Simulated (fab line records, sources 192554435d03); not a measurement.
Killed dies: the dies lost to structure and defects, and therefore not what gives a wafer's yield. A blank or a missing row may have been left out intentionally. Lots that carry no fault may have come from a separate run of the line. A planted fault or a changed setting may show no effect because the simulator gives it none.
Matching of chambers	flow n5_finfet	N5_BEOL_M5_ETCH_62 on rie_diel-02 has 4 sister chambers
The step etches SOC in N2/H2, target depth 75 nm, overetch 15 nm, time 112.5 s. 8 wafers are shown with their chamber, then 10 later ones without.

WAFERS WITH THEIR CHAMBER
wafer	chamber	showerhead_plenum_p_Torr (Torr)	throttle_valve_pct (%)
L084.5	2	2.61	17.93
L081.3	2	2.60	17.92
L081.6	0	2.69	17.94
L085.2	1	2.66	17.67
L085.3	0	2.69	17.95
L085.4	3	2.48	18.49
L089.1	1	2.65	17.68
L089.2	3	2.48	18.53

WAFERS MISSING THEIR CHAMBER
wafer	showerhead_plenum_p_Torr (Torr)	throttle_valve_pct (%)
L089.4	2.60	17.56
L091.3	2.60	17.55
L091.4	2.68	17.97
L091.5	2.68	17.96
L095.1	2.47	18.54
L095.2	2.68	17.99
L095.6	2.65	17.71
L097.4	2.68	17.96
L097.5	2.68	17.97
L097.6	2.65	17.72

WHICH CHAMBER EACH WENT THROUGH
wafer	from the rows above	in truth
L089.4	1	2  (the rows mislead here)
L091.3	1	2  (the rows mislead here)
L091.4	0	0
L091.5	0	0
L095.1	3	3
L095.2	0	0
L095.6	1	1
L097.4	0	0
L097.5	0	0
L097.6	1	1
Placed correctly: 8 of 10. Left unplaced by these rows: 0. 2 placed wrongly.
How it was worked out, from the rows above alone: a wafer's distance from a chamber is the root of the sum, over the readings, of the square of ((its reading less the chamber's mean) divided by the reading's scatter). If the next closest chamber is less than 2 further off than the closest, the wafer can't be placed; otherwise it belongs to the closest. The mean given for a chamber averages the wafers shown for that chamber. The scatter is the square root of a quotient: the sum, over the shown wafers, of each reading's squared deviation from its chamber's mean, divided by wafers minus chambers.
